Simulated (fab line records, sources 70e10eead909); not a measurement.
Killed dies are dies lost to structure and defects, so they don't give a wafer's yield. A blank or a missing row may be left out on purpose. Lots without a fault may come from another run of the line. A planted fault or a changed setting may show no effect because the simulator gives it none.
fab line records | flow nand_harc
record lots=6 wafers=18 last_day=24
route steps=1159 shown A_CONTACT@872 END@1159
lots that met no fault: from a run of the same line without faults
start_h: hours from the record's first day to the start of the lot's first wafer shown | wait_h: hours since the lot's step before | " the same as in the row above | L1.1+2: a row that stands for several wafers | - no value, or no start given | * or withheld: withheld | < > ~ a bound
route shown NAME@n: a module of which the file shows steps, and the number in the route of the first | usual: mean/standard deviation of fault-free wafers | same: alike in all rows | chamber/n: place in a boat | sites: the reading at each site | _std_site: their standard deviation | _edge_site: outer sites' mean less inner sites' | radius_mm: how far each site lies from the wafer's centre | mask NAME#n: copy n | behind: the tool/chamber that last shaped the wafer | hold: why the lot was held/for how many hours/how that ended | device: the transistor (n, p or np) that didn't switch | end of line: the same wafers' tests at the end of the route | a step without rows: its recipe alone | killed: dies lost to structure and defects at the first sort, not the wafer's yield | map: a wafer's dies, x killed, . not, _ none there
set.NAME: the setting as run; set.NAME@STEP: as run at that earlier step | model.NAME: the simulator's own value behind a step, which no gauge read
lots at some steps of the route; a table a step, a row a wafer
services: from which hour (start_h, from the record's first day; less than 0 if before it) a tool's chamber was out of use, for how many hours, and why
## steps
# step NHARC_A_CONTACT_ETCH_121
# recipe source_w=withheld pressure_mtorr=20 bias_v=3000 time_s=94 target_depth_a=9220 ar_flow_sccm=withheld c4f8_flow_sccm=withheld o2_flow_sccm=withheld chemistry=C4F8/O2/Ar
# usual chamber_pressure_mTorr=20.003/0.02 oes_air_line_au=0.997/0.021
# columns lot.wafer tool chamber start_h wait_h chamber_pressure_mTorr oes_air_line_au rf_hours_counter_h
L817.1 har_cap_etch-02 1 374.45 0.1 20.032 1.041 10
L817.4 " 0 " " 20.003 0.968 -
L817.3 " 1 " " 20.014 0.995 -
L818.2 har_cap_etch-03 0 397.17 0.1 20.043 0.984 86
L818.1 " 1 " " 19.976 1.021 86
L818.5 " 0 " " 20.027 0.946 -
L823.1 har_cap_etch-03 1 412.22 0.1 20.006 0.994 90
L823.4 " 1 " " 19.983 0.986 -
L823.6 " 0 " " 19.980 1.028 -
L830.1 har_cap_etch-01 0 456.26 0.1 20.003 0.992 67
L830.3 " 0 " " 20.020 0.998 -
L830.4 " 1 " " 19.975 0.958 -
L835.2 har_cap_etch-03 0 501.23 0.1 20.009 1.021 106
L835.3 " 0 " " 20.005 1.016 -
L835.6 " 1 " " 19.957 0.984 -
L838.1 har_cap_etch-02 1 503.27 0.1 19.969 0.990 35
L838.4 " 0 " " 19.986 1.012 -
L838.5 " 0 " " 20.010 0.979 -
# step NHARC_A_CONTACT_ETCH_122
# recipe source_w=withheld pressure_mtorr=20 bias_v=3000 time_s=95 target_depth_a=9300 ar_flow_sccm=withheld c4f8_flow_sccm=withheld o2_flow_sccm=withheld chemistry=C4F8/O2/Ar
# usual chamber_pressure_mTorr=20.000/0.021 oes_air_line_au=1.000/0.021
# columns lot.wafer tool chamber start_h wait_h chamber_pressure_mTorr oes_air_line_au rf_hours_counter_h
L817.1 har_cap_etch-02 1 374.57 0.1 19.967 0.983 10
L817.4 " 0 " " 19.991 1.031 -
L817.3 " 1 " " 19.999 0.994 -
L818.2 har_cap_etch-03 0 397.26 0.1 20.004 1.039 87
L818.1 " 1 " " 20.003 1.037 87
L818.5 " 0 " " 20.010 0.995 -
L823.1 har_cap_etch-03 1 412.31 0.1 19.974 0.974 90
L823.4 " 1 " " 19.981 0.978 -
L823.6 " 0 " " 20.004 0.991 -
L830.1 har_cap_etch-01 0 456.35 0.1 20.008 1.021 67
L830.3 " 0 " " 20.003 1.023 -
L830.4 " 1 " " 20.006 1.003 -
L835.2 har_cap_etch-03 0 501.32 0.1 19.970 0.995 106
L835.3 " 0 " " 19.979 0.973 -
L835.6 " 1 " " 20.003 0.982 -
L838.1 har_cap_etch-02 1 503.37 0.1 20.010 0.968 35
L838.4 " 0 " " 19.961 0.984 -
L838.5 " 0 " " 20.008 0.999 -
# step NHARC_A_CONTACT_ETCH_123
# recipe source_w=withheld pressure_mtorr=20 bias_v=400 time_s=253 target_depth_a=10900 ar_flow_sccm=withheld c4f8_flow_sccm=11.5 o2_flow_sccm=7.2 chemistry=C4F8/O2/Ar
# step NHARC_A_CONTACT_ETCH_90
# recipe target_depth_a=400 over_etch_frac=0.5 time_s=85.7 ion_energy_ev=120 ch3f_flow_sccm=50 o2_flow_sccm=30 ar_flow_sccm=200 rf_w=500 bias_w=100 chemistry=CH3F/O2
# usual chamber_pressure_mTorr=25.000/0.021 drypump_motor_current_A=5.8/0.4 oes_product_au=0.94/0.031 rf_vpp_V=244.4/1.4 showerhead_plenum_p_Torr=2.47/0.081 throttle_valve_pct=20.664/0.0088
# columns lot.wafer tool chamber start_h wait_h chamber_pressure_mTorr drypump_motor_current_A oes_product_au rf_hours_counter_h rf_vpp_V showerhead_plenum_p_Torr throttle_valve_pct
L817.3 rie_diel-13 1 375.38 0.4 25.020 5.6 0.91 34 246.1 2.57 20.672
L817.4 " 3 " " 25.017 5.6 0.92 31 245.3 2.58 20.661
L817.1 " 0 " " 25.002 5.6 0.92 35 245.7 2.62 20.652
L818.2 rie_diel-05 2 397.95 0.5 24.993 6.4 0.93 11 243.7 2.33 20.663
L818.1 " 0 " " 25.009 5.4 0.94 9 245.0 2.50 20.673
L818.5 " 3 " " 24.994 5.4 0.93 - 243.5 2.44 20.663
L823.1 rie_diel-05 0 413.01 0.5 24.982 5.4 0.93 13 244.1 2.50 20.668
L823.4 " 2 " " 24.988 6.4 0.93 14 241.9 2.33 20.666
L823.6 " 0 " " 24.994 5.4 0.92 - 246.4 2.50 20.668
L830.1 rie_diel-05 2 457.05 0.6 24.992 6.4 0.94 21 243.0 2.33 20.661
L830.4 " 3 " " 25.017 5.4 0.91 20 244.4 2.43 20.654
L830.3 " 0 " " 25.032 5.4 0.92 20 244.1 2.50 20.673
L835.3 rie_diel-13 3 502.02 0.5 24.994 5.6 0.94 13 245.3 2.56 20.668
L835.2 " 1 " " 25.007 5.6 0.92 14 246.8 2.55 20.656
L835.6 " 2 " " 24.996 6.0 0.94 - 245.8 2.56 20.665
L838.1 rie_diel-07 1 504.04 0.5 24.965 6.1 0.93 31 243.4 2.44 20.670
L838.4 " 0 " " 25.061 6.3 0.92 32 243.8 2.40 20.676
L838.5 " 2 " " 25.020 5.9 0.94 - 243.6 2.44 20.669
# step NHARC_A_CONTACT_ETCH_96
# recipe target_depth_a=200 over_etch_frac=0.5 time_s=10 ion_energy_ev=250 c4f6_flow_sccm=25 o2_flow_sccm=20 ar_flow_sccm=500 rf_w=600 bias_w=500 chemistry=C4F6/O2
# step NHARC_A_CONTACT_CD_MEAS_53
# usual cd_nm=189.6/0.78
# columns lot.wafer tool chamber start_h wait_h cd_nm
L817.1 cd_sem-03 - 375.60 - 189.1
L817.3 " - " " 190.2
L817.4 " - " " 189.3
L818.1 cd_sem-03 - 398.18 - 187.4
L818.2 " - " " 188.5
L818.5 " - " " 188.1
L823.1 cd_sem-02 - 413.21 - 189.2
L823.4 " - " " 189.2
L823.6 " - " " 189.2
L830.1 cd_sem-02 - 457.27 - 188.7
L830.3 " - " " 189.3
L830.4 " - " " 189.0
L835.2 cd_sem-02 - 502.23 - 189.6
L835.3 " - " " 190.4
L835.6 " - " " 189.1
L838.1 cd_sem-01 - 504.26 - 190.4
L838.4 " - " " 190.2
L838.5 " - " " 188.9
# step NHARC_A_CONTACT_STRIP_99
# recipe n2_flow_sccm=150 h2_flow_sccm=150 ar_flow_sccm=0 bias_w=0 chemistry=N2/H2
# step NHARC_A_CONTACT_STRIP_100
# recipe cf4_flow_sccm=100 chf3_flow_sccm=30 ar_flow_sccm=0 bias_w=0 chemistry=CF4/CHF3
# step NHARC_A_CONTACT_STRIP_101
# recipe o2_flow_sccm=400 cos_flow_sccm=20 ar_flow_sccm=0 bias_w=0 chemistry=O2/COS
# step NHARC_A_CONTACT_ETCH_102
# recipe target_depth_a=700 overetch_a=70 time_s=38.5 ion_energy_ev=100 cf4_flow_sccm=80 o2_flow_sccm=20 ar_flow_sccm=0 rf_w=300 bias_w=100 chemistry=CF4/O2
# step NHARC_A_CONTACT_STRIP_55
# recipe o2_flow_sccm=500 ar_flow_sccm=0 bias_w=0 chemistry=O2
# step NHARC_A_CONTACT_STRIP_56
# recipe time_s=600 temp_c=30 chemistry=post_etch_residue_remover
# step NHARC_A_CONTACT_DEP_57
# recipe target_thk_a=28000 temp_c=400 material=aC
# usual susceptor_temp_C=399.99/0.2 throttle_valve_pct=35.001/0.0094
# columns lot.wafer tool chamber start_h wait_h susceptor_temp_C throttle_valve_pct
L817.1 acl_dep-03 0 377.66 - 400.24 35.011
L817.3 " 0 " " 400.04 34.988
L817.4 " 0 " " 400.16 34.987
L818.1 acl_dep-03 0 402.42 - 399.98 35.011
L818.2 " 0 " " 400.13 34.985
L818.5 " 0 " " 400.14 35.002
L823.1 acl_dep-03 0 418.44 - 399.96 35.016
L823.4 " 0 " " 399.83 35.011
L823.6 " 0 " " 400.02 34.988
L830.1 acl_dep-02 0 460.59 - 399.97 34.996
L830.3 " 0 " " 399.67 34.994
L830.4 " 0 " " 400.15 35.015
L835.2 acl_dep-03 0 503.46 - 399.96 35.010
L835.3 " 0 " " 399.90 35.013
L835.6 " 0 " " 400.16 35.000
L838.1 acl_dep-01 0 505.24 - 399.97 34.997
L838.4 " 0 " " 400.09 35.012
L838.5 " 0 " " 399.95 34.995
# step NHARC_A_CONTACT_DEP_58
# recipe target_thk_a=600 target_thk_nm=60 temp_c=400 pressure_torr=3.5 flow_sccm=200 rf_w=350 material=SiON
# usual chamber_pressure_Torr=3.501/0.0073 heater_power_w=718/91 susceptor_temp_C=400.00/0.2
# columns lot.wafer tool chamber start_h wait_h chamber_pressure_Torr heater_power_w susceptor_temp_C
L817.3 pecvd-03 2 379.43 0.9 3.496 690 399.92
L817.1 " 0 " " 3.491 674 400.09
L817.4 " 1 " " 3.498 757 399.76
L818.2 pecvd-03 1 404.19 1.2 3.497 867 400.17
L818.1 " 0 " " 3.503 682 399.90
L818.5 " 0 " " 3.495 685 399.48
L823.1 pecvd-04 2 420.25 1.5 3.503 693 400.08
L823.6 " 2 " " 3.501 698 399.85
L823.4 " 0 " " 3.489 711 399.92
L830.1 pecvd-02 0 462.39 1.5 3.511 701 400.15
L830.3 " 1 " " 3.505 627 399.96
L830.4 " 2 " " 3.500 686 399.97
L835.3 pecvd-02 2 504.92 0.9 3.511 707 400.62
L835.2 " 0 " " 3.498 664 400.07
L835.6 " 1 " " 3.500 518 399.96
L838.1 pecvd-03 2 506.98 1.5 3.503 831 400.33
L838.4 " 0 " " 3.503 698 399.89
L838.5 " 1 " " 3.504 838 399.75
# step NHARC_A_CONTACT_DEHYDRATE_59
# recipe temp_c=150 time_s=120
# step NHARC_A_CONTACT_HMDS_60
# recipe time_s=30
# step NHARC_A_CONTACT_COAT_61
# recipe temp_c=260 time_s=75
# step NHARC_A_CONTACT_COAT_62
# recipe temp_c=225 time_s=65
# step NHARC_A_CONTACT_COAT_63
# recipe spin_rpm=1500 resist_thk_nm=90
# step NHARC_A_CONTACT_SOFTBAKE_64
# recipe temp_c=105 time_s=55
# step NHARC_A_CONTACT_EBR_65
# step NHARC_A_CONTACT_EXPOSE_66
# recipe na=1.35 sigma_outer=0.8 dose_mj=59.02 mask_id=A_CC_2
# step NHARC_A_CONTACT_PEB_67
# recipe peb_temp_c=100 peb_time_s=65
# step NHARC_A_CONTACT_DEVELOP_68
# recipe develop_time_s=35 dev_temp_c=23
# step NHARC_A_CONTACT_CD_MEAS_69
# recipe target_cd_nm=200 landing_energy_ev=500
# usual cd_nm=199.9/0.63
# columns lot.wafer tool chamber start_h wait_h cd_nm
L817.1 cd_sem-01 0 380.13 - 199.0
L817.3 " 0 " " 199.5
L817.4 " 0 " " 199.4
L818.1 cd_sem-03 0 404.79 - 198.6
L818.2 " 0 " " 199.8
L818.5 " 0 " " 198.8
L823.1 cd_sem-01 0 420.81 - 199.6
L823.4 " 0 " " 198.5
L823.6 " 0 " " 200.0
L830.1 cd_sem-02 0 462.95 - 199.4
L830.3 " 0 " " 200.0
L830.4 " 0 " " 199.6
L835.2 cd_sem-01 0 505.65 - 199.2
L835.3 " 0 " " 201.2
L835.6 " 0 " " 200.3
L838.1 cd_sem-01 0 507.71 - 199.1
L838.4 " 0 " " 199.7
L838.5 " 0 " " 200.0
# step NHARC_A_CONTACT_OVL_MEAS_70
# usual overlay_x_nm=0.1/0.68 overlay_y_nm=-0.3/0.82
# columns lot.wafer tool chamber start_h wait_h overlay_x_nm overlay_y_nm
L817.1 overlay-02 - 380.21 - 0.3 -0.3
L817.3 " - " " 0.3 0.0
L817.4 " - " " 0.7 0.0
L818.1 overlay-01 - 404.89 - 0.1 -0.3
L818.2 " - " " 0.7 -0.7
L818.5 " - " " 0.6 -0.3
L823.1 overlay-02 - 420.90 - 1.1 -1.0
L823.4 " - " " 0.1 -0.8
L823.6 " - " " 0.2 -0.7
L830.1 overlay-02 - 463.04 - 0.1 -1.2
L830.3 " - " " 0.3 -1.0
L830.4 " - " " 0.6 -0.9
L835.2 overlay-01 - 505.74 - 0.0 -0.7
L835.3 " - " " -0.4 -0.3
L835.6 " - " " -0.5 -0.4
L838.1 overlay-01 - 507.80 - -0.9 -0.8
L838.4 " - " " -1.1 -0.6
L838.5 " - " " -1.5 -0.8
# step NHARC_A_CONTACT_INSPECT_71
# usual raw_defect_count=28/14
# columns lot.wafer tool chamber start_h wait_h raw_defect_count
L817.1 defect_inspect-01 - 380.25 0.0 12
L817.3 " - " " 9
L817.4 " - " " 10
L818.1 defect_inspect-02 - 404.93 0.0 445
L818.2 " - " " 451
L818.5 " - " " 429
L823.1 defect_inspect-02 - 420.94 0.0 474
L823.4 " - " " 457
L823.6 " - " " 490
L830.1 defect_inspect-02 - 463.07 0.0 14
L830.3 " - " " 14
L830.4 " - " " 11
L835.2 defect_inspect-01 - 505.77 0.0 47
L835.3 " - " " 40
L835.6 " - " " 44
L838.1 defect_inspect-01 - 507.84 0.0 46
L838.4 " - " " 37
L838.5 " - " " 36
# step NHARC_A_CONTACT_DESCUM_74
# recipe time_s=3 o2_flow_sccm=200 ar_flow_sccm=0 bias_power_w=0 chemistry=O2
# usual chamber_pressure_mTorr=60.00/0.055 drypump_motor_current_A=5.7/0.41 oes_product_au=1.001/0.014 rf_vpp_V=57.8/0.82 showerhead_plenum_p_Torr=1.92/0.06 throttle_valve_pct=11.310/0.009
# same bias_power_w=0
# columns lot.wafer tool chamber start_h wait_h chamber_pressure_mTorr drypump_motor_current_A oes_product_au rf_hours_counter_h rf_vpp_V showerhead_plenum_p_Torr throttle_valve_pct
L817.3 rie_diel-07 2 380.41 0.2 59.97 5.9 1.023 44 57.5 1.91 11.307
L817.4 " 3 " " 60.01 5.8 0.995 46 57.5 1.94 11.317
L817.1 " 0 " " 60.02 6.3 1.003 49 56.8 1.88 11.298
L818.1 rie_diel-05 2 404.99 0.1 60.05 6.4 1.004 12 58.1 1.81 11.310
L818.2 " 1 " " 59.99 5.2 0.991 12 57.5 1.96 11.304
L818.5 " 3 " " 60.12 5.4 0.996 - 57.2 1.89 11.305
L823.1 rie_diel-07 1 421.01 0.1 59.99 6.0 0.980 2 57.2 1.91 11.323
L823.4 " 2 " " 60.01 5.9 1.025 2 58.9 1.91 11.309
L823.6 " 3 " " 59.97 5.8 1.020 - 58.4 1.94 11.317
L830.3 rie_diel-05 3 463.26 0.2 60.04 5.4 0.986 23 57.8 1.89 11.296
L830.1 " 1 " " 60.07 5.2 0.986 23 59.0 1.95 11.316
L830.4 " 3 " " 59.87 5.4 0.985 - 57.3 1.89 11.316
L835.3 rie_diel-05 0 505.83 0.1 60.06 5.4 1.005 32 57.5 1.94 11.306
L835.2 " 2 " " 60.00 6.4 1.020 33 57.5 1.81 11.308
L835.6 " 0 " " 59.99 5.4 1.017 - 58.3 1.94 11.304
L838.4 rie_diel-13 0 507.90 0.1 60.12 5.6 0.992 15 59.0 2.03 11.297
L838.1 " 1 " " 59.94 5.6 0.994 15 59.2 1.99 11.311
L838.5 " 0 " " 59.94 5.6 0.987 - 57.3 2.03 11.310
# step NHARC_END_SORT_01
# recipe temp_c=25
# usual killed_at_array=29/11 killed_at_other=0.5/0.89 killed_at_periphery=3.3/2 killed_dies=32/11 killed_open=3.1/1.9 killed_short=2.3/1.6
# same gross_dies=677
# columns lot.wafer tool chamber start_h wait_h killed_at_array killed_at_other killed_at_periphery killed_dies killed_open killed_short
L818.1 prober-01 0 465.57 2.5 81 0 0 81 1 1
L818.2 prober-01 0 466.36 2.8 67 0 1 68 3 0
L818.5 prober-01 0 468.75 3.7 67 0 4 71 4 1
L823.1 prober-02 0 486.22 2.5 84 2 4 90 7 1
L823.4 prober-02 0 488.62 3.4 75 2 3 80 5 0
L823.6 prober-02 0 490.22 4.0 75 2 2 79 2 3
L830.1 prober-02 0 529.97 2.5 21 0 0 21 1 3
L830.3 prober-02 0 531.56 3.1 25 0 4 29 3 9
L830.4 prober-02 0 532.36 3.4 24 0 3 27 2 5
L835.2 prober-01 0 570.65 2.8 36 2 6 44 3 2
L835.3 prober-01 0 571.47 3.1 44 1 2 47 2 2
L835.6 prober-01 0 573.93 4.1 37 0 3 40 1 0
# killed by level:class
L818.1 A_CONTACT:unspecified=50 A_CHANNEL_HOLE_D1:chamber_film_flake=13 A_CONTACT:chamber_film_flake=9 A_M1:chamber_film_flake=3 A_STAIRCASE:chamber_film_flake=2 A_SGD_CUT:geometric_particle:open=1 A_CONTACT:geometric_particle:short=1 A_ZERO_WELL:chamber_film_flake=1
L818.2 A_CONTACT:unspecified=44 A_CHANNEL_HOLE_D1:chamber_film_flake=10 A_CONTACT:chamber_film_flake=8 A_M1:chamber_film_flake=2 P_M0:geometric_particle:open=1 A_CONTACT:geometric_particle:open=1 A_M0:geometric_particle:open=1 A_ZERO_WELL:chamber_film_flake=1
L818.5 A_CONTACT:unspecified=44 A_CHANNEL_HOLE_D1:chamber_film_flake=11 A_CONTACT:chamber_film_flake=4 A_ONON_D1:geometric_particle:open=2 P_CONTACT:chamber_film_flake=2 P_M2:geometric_particle:open=1 A_CHANNEL_FILL_D1:geometric_particle:short=1 A_BLC:geometric_particle:open=1
L823.1 A_CONTACT:unspecified=47 A_CHANNEL_HOLE_D1:chamber_film_flake=22 A_WL_FILL:chamber_film_flake=4 A_M0:geometric_particle:open=3 A_CONTACT:chamber_film_flake=3 THIN_TSV:chamber_film_flake=2 P_M0:geometric_particle:open=1 A_CHANNEL_HOLE_D1:geometric_particle:open=1
L823.4 A_CONTACT:unspecified=47 A_CHANNEL_HOLE_D1:chamber_film_flake=21 P_CONTACT:geometric_particle:open=2 A_CONTACT:chamber_film_flake=2 THIN_TSV:chamber_film_flake=2 A_CHANNEL_HOLE_D1:geometric_particle:open=1 A_M0:geometric_particle:open=1 A_M1:geometric_particle:open=1
L823.6 A_CONTACT:unspecified=44 A_CHANNEL_HOLE_D1:chamber_film_flake=19 A_STAIRCASE:chamber_film_flake=3 A_WL_FILL:chamber_film_flake=3 A_CONTACT:chamber_film_flake=3 THIN_TSV:chamber_film_flake=2 P_M0:geometric_particle:open=1 P_M1:geometric_particle:open=1
L830.1 A_CHANNEL_HOLE_D1:chamber_film_flake=8 A_STAIRCASE:chamber_film_flake=3 A_BLC:chamber_film_flake=3 A_CONTACT:chamber_film_flake=2 A_CHANNEL_FILL_D1:geometric_particle:short=1 A_SLIT:geometric_particle:open=1 A_CONTACT:geometric_particle:short=1 A_M1:geometric_particle:short=1
L830.3 A_CHANNEL_HOLE_D1:chamber_film_flake=6 A_CONTACT:chamber_film_flake=5 P_M0:geometric_particle:short=3 A_WL_FILL:geometric_particle:short=2 A_STAIRCASE:chamber_film_flake=2 A_BLC:chamber_film_flake=2 P_GATE:geometric_particle:short=1 A_ONON_D1:geometric_particle:short=1
L830.4 A_BLC:chamber_film_flake=7 A_CHANNEL_HOLE_D1:chamber_film_flake=6 A_WL_FILL:geometric_particle:short=3 A_CONTACT:chamber_film_flake=3 A_WL_FILL:chamber_film_flake=2 P_GATE:geometric_particle:short=1 P_GATE:geometric_particle:open=1 A_CONTACT:geometric_particle:open=1
L835.2 A_SLIT:chamber_film_flake=20 A_CHANNEL_HOLE_D1:chamber_film_flake=5 P_GATE:chamber_film_flake=3 A_WL_FILL:chamber_film_flake=3 A_CONTACT:chamber_film_flake=2 A_STAIRCASE:chamber_film_flake=2 A_BLC:chamber_film_flake=2 P_CONTACT:geometric_particle:open=1
L835.3 A_SLIT:chamber_film_flake=20 A_CHANNEL_HOLE_D1:chamber_film_flake=8 A_STAIRCASE:chamber_film_flake=5 A_BLC:chamber_film_flake=4 A_CONTACT:chamber_film_flake=3 P_CONTACT:geometric_particle:open=1 A_CHANNEL_FILL_D1:geometric_particle:open=1 A_CHANNEL_FILL_D1:geometric_particle:short=1
L835.6 A_SLIT:chamber_film_flake=19 A_CONTACT:chamber_film_flake=7 A_CHANNEL_HOLE_D1:chamber_film_flake=4 P_GATE:chamber_film_flake=3 A_WL_FILL:chamber_film_flake=3 A_STAIRCASE:chamber_film_flake=2 A_CHANNEL_FILL_D1:geometric_particle:open=1 A_BLC:chamber_film_flake=1
# map L818.1 (x killed, . not)
____________.____________
_________......._________
_______..........._______
______.............______
_____..............._____
____.................____
____.................____
___......x............___
___.........x....x....___
__.....................__
__.....................__
_......................._
_..........x............_
_...........x..........._
_.........x..........x.._
_......................._
.........................
xx.......................
x.xx.....................
xxx.x....................
xxxxx.x..................
_xxxxx.................._
_xxxx...x..............._
_xxxxxxx................_
_xxxxxx.x...........x..._
_xxxxx....x..x.........._
__xxx..................__
__xxxx.x.x.....x.......__
___xx...xxx...........___
___...x...............___
____.....xx........x.____
____....x......xx....____
_____..x............_____
______............x______
_______......xx..x_______
_________......._________
____________.____________
# map L823.1 (x killed, . not)
____________.____________
_________......._________
_______..........._______
______.............______
_____..............._____
____.................____
____...x.............____
___...................___
___..x................___
__...............x.....__
__..................x..__
_......................._
_......................._
_..................x...._
_.........x............._
_.................x....._
.........................
..x......................
.xx......................
x.x.x....................
xxxxxx..x.......x........
_xxxx........x.x........_
_xxxx.x.....x.xxx......._
_xxxx........xx.x......._
_xxxxx.x...x.xxx........_
_xxxxx.....xx.xx........_
__xxxxx...x.x.x........__
__xxxx.....x...........__
___xx........xxx......___
___xxx......x...x.....___
____..........x......____
____..............x..____
_____..............._____
______.............______
_______..x..x....._______
_________.....x._________
____________.____________
## services
# columns tool chamber start_h hours kind
acl_dep-02 - 352.91 13.0 pm
rie_diel-05 0 374.29 - clean
rie_diel-05 1 374.29 - clean
rie_diel-05 2 374.29 - clean
rie_diel-05 3 374.29 - clean
pecvd-04 - 376.27 13.0 pm
rie_diel-13 - 377.73 0.4 repair
rie_diel-05 1 392.31 2.7 repair
rie_diel-05 0 398.94 - clean
rie_diel-05 1 398.94 - clean
rie_diel-05 2 398.94 - clean
rie_diel-05 3 398.94 - clean
rie_diel-07 - 405.27 9.0 pm
acl_dep-03 - 405.44 13.0 pm
pecvd-02 1 419.08 12.6 repair
rie_diel-05 0 423.44 - clean
rie_diel-05 1 423.44 - clean
pecvd-03 1 423.89 2.6 repair
rie_diel-05 3 429.14 11.9 repair
rie_diel-13 - 453.44 9.0 pm
pecvd-04 0 466.14 5.1 repair
pecvd-03 - 473.00 13.0 pm
acl_dep-01 - 478.87 13.0 pm
rie_diel-07 - 489.58 0.3 repair
## key
first_sign step=NHARC_A_CONTACT_INSPECT_71 reading=raw_defect_count direction=up sigmas=30 usual=28 struck=458
effect step=NHARC_END_SORT_01 reading=killed_at_array direction=up sigmas=4.2 usual=29 struck=75
more_kills_born_at NHARC_A_CONTACT_DEP_57@acl_dep-03=276
met_at NHARC_A_CONTACT_DEP_57
struck_wafers L818.1,L818.2,L818.5,L823.1,L823.4,L823.6
tester_left_out L818,L823
onset_between 377.66 402.42
fault kind=chamber_particle_source tool=acl_dep-03 chamber=- onset_h=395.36 steps=NHARC_A_CONTACT_DEP_57 rate_per_visit_cm2=0.67499 end_h=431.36
# tester_left_out: of these lots the tester's yield and bins aren't shown, on N5 and GAA mostly nor the transistor test; their killed dies are dies lost to structure and defects alone, not to doping, threshold or leakage, so they don't give the yield
